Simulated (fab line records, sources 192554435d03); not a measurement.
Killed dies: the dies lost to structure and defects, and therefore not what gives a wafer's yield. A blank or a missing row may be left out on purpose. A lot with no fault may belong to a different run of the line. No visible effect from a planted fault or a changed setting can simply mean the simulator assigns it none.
Split-lot trial | flow n5-finfet | 21 wafers read from 7 lots, route of 1938 steps

## ABOUT THE SPLIT
At N5_BEOL_M5_COAT_05 (resist thk 30 nm), the setting spin-rpm was moved away from the recipe's 1500 rpm on 2 of the 21 wafers read, by -9.5% to +8.0%. All remaining wafers had this setting at the recipe value.

## FROM THE SPLIT TO THE READING: what the file shows between them, 5 steps
- N5_BEOL_M5_EBR_07
- N5_BEOL_M5_SOFTBAKE_06: time 60 s
- N5_BEOL_M5_EXPOSE_08: exposes mask M5, target cd 28 nm
- N5_BEOL_M5_PEB_09: peb time 60 s
- N5_BEOL_M5_DEVELOP_10: develop time 30 s

## THE READING
CAR-EUV_of_BEOL_M5_COAT_05.thk-nm (the simulator's own value, which no gauge read), in nm, at N5_BEOL_M5_DESCUM_16 (chemistry O2, time 7 s). There is no usual value for it anywhere in the file. Here, 19 wafers ran the recipe; their average is 26.1 nm with a standard deviation of 0.1 nm.

wafer  | tool, chamber at the split | spin-rpm as run, rpm | against the recipe | CAR-EUV_of_BEOL_M5_COAT_05.thk-nm, nm | against lot-mates on the recipe
L075.2 | litho-track-05, 0          | 1500                 | recipe             | 26                                    | -
L075.6 | litho-track-05, 0          | 1500                 | recipe             | 26                                    | -
L075.5 | litho-track-05, 0          | 1500                 | recipe             | 26.2                                  | -
L076.2 | litho-track-05, 0          | 1500                 | recipe             | 26.2                                  | -
L076.4 | litho-track-05, 0          | 1500                 | recipe             | 26                                    | -
L076.6 | litho-track-05, 0          | 1500                 | recipe             | 26                                    | -
L084.3 | litho-track-03, 0          | 1357                 | -9.5%              | 27.6                                  | +1.4
L084.4 | litho-track-03, 0          | 1500                 | recipe             | 26.2                                  | -
L084.5 | litho-track-03, 0          | 1500                 | recipe             | 26.2                                  | -
L088.3 | litho-track-03, 0          | 1500                 | recipe             | 26.2                                  | -
L088.4 | litho-track-03, 0          | 1500                 | recipe             | 26.2                                  | -
L088.5 | litho-track-03, 0          | 1500                 | recipe             | 26.2                                  | -
L091.3 | litho-track-05, 0          | 1500                 | recipe             | 26                                    | -
L091.6 | litho-track-05, 0          | 1500                 | recipe             | 26                                    | -
L091.5 | litho-track-05, 0          | 1620                 | +8.0%              | 25                                    | -1.0
L093.2 | litho-track-02, 0          | 1500                 | recipe             | 26                                    | -
L093.3 | litho-track-02, 0          | 1500                 | recipe             | 26                                    | -
L093.4 | litho-track-02, 0          | 1500                 | recipe             | 26                                    | -
L095.2 | litho-track-02, 0          | 1500                 | recipe             | 26.2                                  | -
L095.3 | litho-track-02, 0          | 1500                 | recipe             | 26.2                                  | -
L095.5 | litho-track-02, 0          | 1500                 | recipe             | 26.2                                  | -

FIT RESULTS
A straight line over all 21 wafers: CAR-EUV_of_BEOL_M5_COAT_05.thk-nm changes by -0.149 nm for each +1% of spin-rpm; r = -0.97; the points scatter about the line by 0.1 nm.
The same after taking each lot's own level away (the mean of its wafers on the recipe; 21 wafers): -0.138 nm for each +1%; r = -0.99; scatter 0.061 nm.
That fit puts the effect of the largest move of spin-rpm on the reading at 1.3 nm.
The span of the lots' own levels, 26.00 to 26.20 nm, comes to 2.0 times the standard deviation stated above.
Hence the lot-to-lot level has little effect on the slope; both slopes agree.
Check: for one of the wafers moved furthest among these (-9.5%), held out of the fit, the line's prediction against its lot-mates is +1.19 nm. Against them it came out at +1.4 nm.

## THE WHOLE CHAIN: every reading that the file lists as answering this split, in the file's order
step                  | what it does           | reading                                                                            | change (the file's fit)               | r (the file's)
N5_BEOL_M5_COAT_05    | resist thk 30 nm       | CAR-EUV_of_BEOL_M5_COAT_05.thk-nm (the simulator's own value, which no gauge read) | -0.16 nm for each +1% of the setting  | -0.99
N5_BEOL_M5_DEVELOP_10 | develop time 30 s      | CAR-EUV_of_BEOL_M5_COAT_05.thk-nm (the simulator's own value, which no gauge read) | -0.148 nm for each +1% of the setting | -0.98
N5_BEOL_M5_DESCUM_16  | chemistry O2, time 7 s | CAR-EUV_of_BEOL_M5_COAT_05.thk-nm (the simulator's own value, which no gauge read) | -0.138 nm for each +1% of the setting | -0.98

## FILE'S OWN FIT
CAR-EUV_of_BEOL_M5_COAT_05.thk-nm changes by -0.138 nm for each +1% of spin-rpm, r = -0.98.
